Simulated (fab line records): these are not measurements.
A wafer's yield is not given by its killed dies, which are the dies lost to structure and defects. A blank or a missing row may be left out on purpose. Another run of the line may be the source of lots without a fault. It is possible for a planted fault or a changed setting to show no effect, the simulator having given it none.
What tool caused it? ; flow n5Finfet ; 9 lots, 27 wafers sampled, at 6 steps of a route of 1938

WHAT EACH GAUGE READ, for each wafer
N5_BEOL_M4_INSPECT_13: inspects for defects (brightfield).
lot;measured;on;rawDefectCount
L786;day 8 00:48;defectInspect-02;362 364 245
L789;day 8 07:19;defectInspect-01;357 388 402
L790;day 8 15:51;defectInspect-01;559 477 407
L792;day 9 03:13;defectInspect-01;355 296 340
L795;day 10 01:10;defectInspect-01;321 264 192
L801;day 11 09:52;defectInspect-02;614 470 417
L802;day 11 19:31;defectInspect-02;1298 1182 1269
L803;day 11 21:14;defectInspect-02;1215 1369 1293
L808;day 13 15:32;defectInspect-01;334 383 366

N5_BEOL_M4_RC_MEAS_101.
lot;measured;on;DIBL_N (mV/V);DIBL_P (mV/V);IOFF_N (nA/um);IOFF_P (nA/um);ION_N (uA/um);ION_P (uA/um);SS_N (mV/dec);SS_P (mV/dec);VT_N (mV);VT_P (mV)
L786;day 8 07:40;prober-01;38.4 39.0 37.1;37.7 39.2 36.2;0.21 0.23 0.19;0.26 0.27 0.24;695 705 686;470 480 473;71.6 72.3 71.4;73.7 74.5 73.2;243 245 244;-247 -246 -247
L789;day 9 01:20;prober-01;31.6 33.5 37.1;31.5 34.6 38.8;0.09 0.11 0.17;0.13 0.15 0.21;641 664 676;450 455 457;70.2 70.5 71.3;72.0 72.4 73.5;258 256 250;-260 -257 -254
L790;day 9 03:22;prober-02;35.2 35.0 36.0;35.9 35.4 36.1;0.15 0.14 0.15;0.19 0.18 0.19;670 681 679;463 463 463;70.7 71.9 71.8;72.6 72.4 73.2;247 248 250;-254 -254 -250
L792;day 9 16:58;prober-01;34.3 37.9 34.6;35.4 38.9 34.2;0.15 0.21 0.14;0.19 0.26 0.18;688 702 678;478 479 462;71.3 72.8 71.8;73.7 74.1 72.8;247 243 249;-252 -248 -253
L795;day 10 10:39;prober-01;34.1 36.3 34.5;34.7 36.6 34.4;0.13 0.16 0.13;0.17 0.19 0.16;665 679 664;454 457 451;71.1 71.4 71.0;72.4 72.9 72.5;252 248 251;-252 -251 -254
L801;day 11 18:02;prober-02;33.4 37.4 36.6;31.9 36.7 35.8;0.11 0.17 0.16;0.15 0.22 0.20;670 683 681;459 471 467;70.5 72.4 71.8;72.1 73.4 72.9;253 249 250;-255 -250 -251
L802;day 12 01:16;prober-02;33.7 34.4 34.8;34.6 35.5 36.7;0.12 0.14 0.15;0.17 0.18 0.20;669 670 674;457 460 462;71.3 71.1 71.3;72.6 73.0 72.9;255 251 251;-252 -252 -252
L803;day 12 08:00;prober-01;33.5 36.7 35.2;31.6 36.6 34.2;0.12 0.17 0.14;0.15 0.22 0.18;665 682 675;452 463 460;70.6 71.1 70.9;72.5 73.5 73.2;253 249 249;-253 -248 -250
L808;day 14 02:04;prober-02;34.9 38.4 34.8;33.1 38.7 33.7;0.13 0.20 0.13;0.17 0.25 0.17;681 688 690;462 463 465;71.8 72.1 70.8;73.0 73.7 72.6;251 245 250;-252 -249 -254

EACH LOT AND THE TOOL THAT RAN IT (in order: tool; ch and the chambers of the sampled wafers; start)
lot;N5_BEOL_M3_ANNEAL_51;N5_BEOL_M3_PRE_CLEAN_60;N5_BEOL_M4_HM_DEP_02;N5_BEOL_M4_ETCH_63
L786;rtpAnneal-02 ch 0, day 7 21:32;cvdCo-01 ch 0,1,2, day 7 22:04;pvdSputter-02, day 8 00:19;rieDiel-06 ch 0,2,3, day 8 00:53
L789;rtpAnneal-01 ch 0, day 8 03:38;cvdCo-02 ch 0,1,2, day 8 04:16;pvdSputter-02, day 8 06:43;rieDiel-05 ch 0,2, day 8 07:59
L790;rtpAnneal-01 ch 0, day 8 13:29;cvdCo-01 ch 0,1, day 8 14:07;pvdSputter-02, day 8 15:22;rieDiel-05 ch 0,3, day 8 16:00
L792;rtpAnneal-02 ch 0, day 9 00:46;cvdCo-01 ch 0,1, day 9 01:20;pvdSputter-03, day 9 02:43;rieDiel-05 ch 0,3, day 9 03:26
L795;rtpAnneal-02 ch 0, day 9 22:51;cvdCo-01 ch 0,1,2, day 9 23:26;pvdSputter-01, day 10 00:34;rieDiel-05 ch 0,3, day 10 01:16
L801;rtpAnneal-01 ch 0, day 11 07:29;cvdCo-02 ch 1,2, day 11 08:04;pvdSputter-01, day 11 09:10;rieDiel-06 ch 0,1,3, day 11 10:14
L802;rtpAnneal-01 ch 0, day 11 15:23;cvdCo-01 ch 0,2, day 11 15:58;pvdSputter-01, day 11 18:55;rieDiel-05 ch 2,3, day 11 19:36
L803;rtpAnneal-02 ch 0, day 11 18:47;cvdCo-01 ch 0,1,2, day 11 19:25;pvdSputter-01, day 11 20:45;rieDiel-02 ch 0,1,2, day 11 21:19
L808;rtpAnneal-02 ch 0, day 13 13:34;cvdCo-02 ch 0,1, day 13 14:18;pvdSputter-03, day 13 14:55;rieDiel-02 ch 2,3, day 13 15:37
- N5_BEOL_M3_ANNEAL_51: time 90 s.
- N5_BEOL_M3_PRE_CLEAN_60: time 15 s.
- N5_BEOL_M4_HM_DEP_02: deposits TiN, target thk 20 nm.
- N5_BEOL_M4_ETCH_63: etches SiARC in CF4, target depth 15.6 nm, time 26 s.

WHAT THE TOOLS THEMSELVES READ (means of the sampled wafers that have a number; where no wafer has one, the mark that the record gives instead)
N5_BEOL_M3_ANNEAL_51.
lot;tool;wafer_temp_C_max
L786;rtpAnneal-02;226.2
L789;rtpAnneal-01;226.7
L790;rtpAnneal-01;226.9
L792;rtpAnneal-02;226.0
L795;rtpAnneal-02;225.9
L801;rtpAnneal-01;226.7
L802;rtpAnneal-01;226.5
L803;rtpAnneal-02;226.0
L808;rtpAnneal-02;226.2

N5_BEOL_M3_PRE_CLEAN_60.
lot;tool;heaterPowerW (W)
L786;cvdCo-01;84
L789;cvdCo-02;93
L790;cvdCo-01;103
L792;cvdCo-01;104
L795;cvdCo-01;82
L801;cvdCo-02;86
L802;cvdCo-01;82
L803;cvdCo-01;85
L808;cvdCo-02;103

N5_BEOL_M4_HM_DEP_02.
lot;tool;throttleValvePct (%)
L786;pvdSputter-02;31.2
L789;pvdSputter-02;28.9
L790;pvdSputter-02;28.9
L792;pvdSputter-03;30.0
L795;pvdSputter-01;30.0
L801;pvdSputter-01;29.3
L802;pvdSputter-01;30.0
L803;pvdSputter-01;29.9
L808;pvdSputter-03;30.0

N5_BEOL_M4_ETCH_63.
lot;tool;drypumpMotorCurrentA (A);etchRfOnTimeS (s);oesProductAu (a.u.);rfVppV (V);showerheadPlenumPTorr (Torr);throttleValvePct (%)
L786;rieDiel-06;5.9;26.0;0.67;183.1;2.12;15.76
L789;rieDiel-05;6.4;26.0;0.63;183.8;2.10;15.64
L790;rieDiel-05;5.6;26.5;0.67;183.8;2.06;15.32
L792;rieDiel-05;5.3;27.1;0.68;182.9;2.08;15.22
L795;rieDiel-05;5.3;27.1;0.67;183.7;2.08;15.24
L801;rieDiel-06;5.7;26.0;0.66;183.5;2.17;15.71
L802;rieDiel-05;5.5;26.8;0.64;183.4;2.09;15.36
L803;rieDiel-02;5.6;25.6;0.69;184.5;2.08;15.43
L808;rieDiel-02;6.1;25.4;0.75;182.7;2.10;15.57

THE ANSWER, worked out from the rows above alone
Rule: the lots themselves supply what counts as usual. Put in order of their means at a reading, lots are off if they are a third of the lots or fewer, leave a main group of 4 or more, and stand apart from it by a gap of 3 or more times the standard deviation of the main group's means; of several such gaps the widest counts. A main group whose means are all the same, to the digits that the tables above print for the reading, isn't used. A lot without any number at a reading at which 4 lots or more have one is off too. Any other lot the step has rows for is counted as sound. First the gauges in route order, then the tools' own readings, where a lot's mean is used as printed above. The first step at which some lot is off is used, and at that step the reading that is off furthest; a lot without a number counts as furthest.
Off: L802, L803, at N5_BEOL_M4_INSPECT_13 (rawDefectCount). The main group: mean 377, standard deviation 80.
If a tool, at a process step before that reading, ran all the lots that are off and no sound lot after the first of them, it fits. The gauges at N5_BEOL_M4_INSPECT_13 are tried like those tools. Can't be told from this: 3 tools fit, cvdCo-01 at N5_BEOL_M3_PRE_CLEAN_60, pvdSputter-01 at N5_BEOL_M4_HM_DEP_02, defectInspect-02 at N5_BEOL_M4_INSPECT_13.

WHAT THE SIMULATOR PUT IN
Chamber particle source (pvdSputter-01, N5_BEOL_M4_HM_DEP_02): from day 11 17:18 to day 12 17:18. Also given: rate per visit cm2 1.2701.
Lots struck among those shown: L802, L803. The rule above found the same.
